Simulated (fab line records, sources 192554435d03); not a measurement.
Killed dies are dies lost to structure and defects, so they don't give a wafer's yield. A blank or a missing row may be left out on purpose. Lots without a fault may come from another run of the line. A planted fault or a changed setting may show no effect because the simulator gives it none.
Problem report in the 8D (eight disciplines) form, filled by code | flow n5_finfet | the parts of the form that need people (team, actions taken, sign-off) are left out

1. THE PROBLEM
rf_fwd_power_W at N5_BEOL_M10_ETCH_41 reads a mean of 297.2 W on 6 wafers of 2 lots; wafers without a fault read 392.5 W with a standard deviation of 1.4. That is -68 standard deviations from the usual mean.
The step: etches SiCN in CH3F/O2, target depth 42.6 nm, time 86 s.
First seen on wafer L776.1, day 13 14:08, on rie_diel-02. The record holds 18 wafers of 6 lots with a number at this step. Rule for "out", or "out of limits": more than 4 standard deviations from the usual mean. The other wafers with a number count as sound.

2. WHAT IT IS AND WHAT IT IS NOT
question                    | is                       | is not
which readings at this step | rf_fwd_power_W, rf_vpp_V | O2_flow_sccm, drypump_motor_current_A, showerhead_plenum_p_Torr, throttle_valve_pct
which lots                  | L776, L782               | L767, L775, L783, L787
which wafers of those lots  | all that have a number   | -
read on which tools         | rie_diel-02              | rie_diel-03, rie_diel-06
when                        | from day 13 14:08        | up to then (6 sound wafers); but 6 sound wafers of L783, L787 came after

3. SUSPECTS, AND WHAT RULES EACH OUT
Counting: a tool at a process step up to the reading stays a suspect if it ran every lot that is out and no sound lot after the first of them.
- rie_diel-02 at N5_BEOL_M10_DESCUM_33 (chemistry O2, time 7.9 s): kept. It ran every lot that is out, first L776 (day 13 13:47), and no sound lot after that; its last sound lot up to then is L775 (day 13 04:27).
- rie_diel-02 at N5_BEOL_M10_VIA_ETCH_34 (etches SiCOH lowk in C4F6/O2, target depth 184.5 nm, time 69.2 s): kept. It ran every lot that is out, first L776 (day 13 13:59), and no sound lot after that; its last sound lot up to then is L775 (day 13 04:40).
- rie_diel-02 at N5_BEOL_M10_STRIP_36 (strips in N2/H2): kept. It ran every lot that is out, first L776 (day 13 14:03), and no sound lot after that; its last sound lot up to then is L775 (day 13 04:43).
- rie_diel-02 at N5_BEOL_M10_TRENCH_ETCH_37 (etches SiCOH lowk in C4F6/O2, target depth 148.83 nm, time 48 s): kept. It ran every lot that is out, first L776 (day 13 14:08), and no sound lot after that; its last sound lot up to then is L775 (day 13 04:48). N5_BEOL_M10_TRENCH_ETCH_37 gives no start for some lots, so the hours and the order of its lots are those of N5_BEOL_M10_ETCH_41.
- rie_diel-02 at N5_BEOL_M10_ETCH_41 (etches SiCN in CH3F/O2, target depth 42.6 nm, time 86 s): kept. It ran every lot that is out, first L776 (day 13 14:08), and no sound lot after that; its last sound lot up to then is L775 (day 13 04:48). Its own readings are out on those wafers: rf_fwd_power_W, rf_vpp_V.
Left after counting: rie_diel-02 at N5_BEOL_M10_DESCUM_33, rie_diel-02 at N5_BEOL_M10_VIA_ETCH_34, rie_diel-02 at N5_BEOL_M10_STRIP_36, rie_diel-02 at N5_BEOL_M10_TRENCH_ETCH_37, rie_diel-02 at N5_BEOL_M10_ETCH_41.

4. THE CAUSE (what the simulator had put in)
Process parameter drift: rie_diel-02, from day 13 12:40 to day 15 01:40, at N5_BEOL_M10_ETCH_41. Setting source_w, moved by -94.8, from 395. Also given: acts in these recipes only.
Counting left 5 suspects, and this tool is among them.

5. THE CHAIN OF EFFECTS, in route order
Each row: a reading whose mean over the struck wafers that have a number lies more than 3 standard deviations from the usual. Only readings for which the record gives a usual standard deviation are gone through. hours: the time from each lot's start at the first step in this table that gives one to its start at this step, as a median over the lots. sigmas: the change in usual standard deviations.
hours | step                | reading        | usual   | on struck wafers | change | sigmas
0     | N5_BEOL_M10_ETCH_41 | rf_fwd_power_W | 392.5 W | 297.2            | -95.3  | -68
0     | N5_BEOL_M10_ETCH_41 | rf_vpp_V       | 296.9 V | 325.3            | +28.4  | +22
The process steps in it:
- N5_BEOL_M10_ETCH_41: etches SiCN in CH3F/O2, target depth 42.6 nm, time 86 s.

6. WHAT WOULD HAVE CAUGHT IT SOONER
In this record the first reading out of limits was taken at day 13 14:08, 1 hour after the fault began at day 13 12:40.
